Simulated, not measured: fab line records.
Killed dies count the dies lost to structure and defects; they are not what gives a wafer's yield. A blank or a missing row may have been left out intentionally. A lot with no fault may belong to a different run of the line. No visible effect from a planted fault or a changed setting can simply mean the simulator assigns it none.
Split-lot experiment -- flow n5-finfet -- route with 1938 steps; 7 lots, 21 wafers read

## THE SPLIT ITSELF
At N5_BEOL_M9_ILD_DEP_00 (deposits SiCOH lowk from DEMS/porogen, target thk 308.51 nm, time 58 s), the setting time-s was moved away from the recipe's 58 s on 7 of the 21 wafers read, by -13.1% to +8.1%. For the rest of the wafers, this setting stayed at what the recipe calls for.

## BETWEEN THE SPLIT AND THE READING: the file shows 1 step in between
- N5_BEOL_M9_CURE_71: cures SiCOH lowk, time 240 s

## THE READING
M9_ILD_THK (nm), taken at N5_BEOL_M9_THK_MEAS_01. A value of 269 nm with a standard deviation of 3.5 nm is what fault-free wafers of this fab line usually give.

wafer,"tool, chamber at the split","time-s as run, s",against the recipe,"M9_ILD_THK, nm",against lot-mates on the recipe
L074.1,"pecvd-01, 1",50.42,-13.1%,232,-32
L074.2,"pecvd-01, 0",58,recipe,262,-
L074.3,"pecvd-01, 2",58,recipe,265,-
L079.3,"pecvd-01, 1",52.29,-9.8%,239,-32
L079.5,"pecvd-01, 2",58,recipe,271,-
L079.6,"pecvd-01, 1",52.29,-9.8%,244,-27
L084.1,"pecvd-03, 1",61.69,+6.4%,287,+20
L084.2,"pecvd-03, 2",58,recipe,267,-
L084.5,"pecvd-03, 2",61.69,+6.4%,289,+22
L087.3,"pecvd-02, 1",58,recipe,270,-
L087.5,"pecvd-02, 2",58,recipe,272,-
L087.6,"pecvd-02, 1",58,recipe,273,-
L088.1,"pecvd-02, 1",62.71,+8.1%,290,+23
L088.2,"pecvd-02, 0",62.71,+8.1%,289,+22
L088.3,"pecvd-02, 2",58,recipe,267,-
L092.4,"pecvd-03, 0",58,recipe,276,-
L092.5,"pecvd-03, 2",58,recipe,272,-
L092.6,"pecvd-03, 1",58,recipe,273,-
L095.2,"pecvd-03, 1",58,recipe,264,-
L095.3,"pecvd-03, 2",58,recipe,268,-
L095.6,"pecvd-03, 1",58,recipe,270,-

FIT RESULTS
A straight line over all 21 wafers: M9_ILD_THK changes by +2.77 nm for each +1% of time-s; r = +0.97; the points scatter about the line by 3.5 nm.
The same after taking each lot's own level away (the mean of its wafers on the recipe; 21 wafers): +2.82 nm for each +1%; r = +0.99; scatter 2.3 nm.
On that fit, the largest move of time-s shifts the reading by 37 nm.
The lots' own levels span 263.5 to 273.7 nm, that is 2.9 times the standard deviation above.
Consequently the slope shifts little with the lot-to-lot level, the two slopes agreeing.
Check: for one of the wafers moved furthest among these (-13.1%), held out of the fit, the line's prediction against its lot-mates is -39 nm. It came out at -31.5 nm against them.

## OTHER SPLITS ON THESE WAFERS
Note: prior to the reading, these wafers also went through further splits. Each is held against what the fit with the lots' levels taken away leaves over:
other split on the same wafers,wafers away from the commonest value,r with M9_ILD_THK (lot level and that fit taken away)
N5_BEOL_M8_COAT_64 spin-rpm,9,+0.10

## THE WHOLE CHAIN: every reading that the file lists as answering this split, in the file's order
step,what it does,reading,change (the file's fit),r (the file's)
N5_BEOL_M9_ILD_DEP_00,"deposits SiCOH lowk from DEMS/porogen, target thk 308.51 nm, time 58 s","SiCOH_lowk_of_BEOL_M9_ILD_DEP_00.thk-nm (the simulator's own value, which no gauge read)",+3.09 nm for each +1% of the setting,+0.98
N5_BEOL_M9_CURE_71,"cures SiCOH lowk, time 240 s","SiCOH_lowk_of_BEOL_M9_ILD_DEP_00.thk-nm (the simulator's own value, which no gauge read)",+2.73 nm for each +1% of the setting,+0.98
N5_BEOL_M9_THK_MEAS_01,,M9_ILD_THK,+2.73 for each +1% of the setting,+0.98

## THE FILE'S OWN FIT
M9_ILD_THK changes by +2.73 nm for each +1% of time-s, r = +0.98.
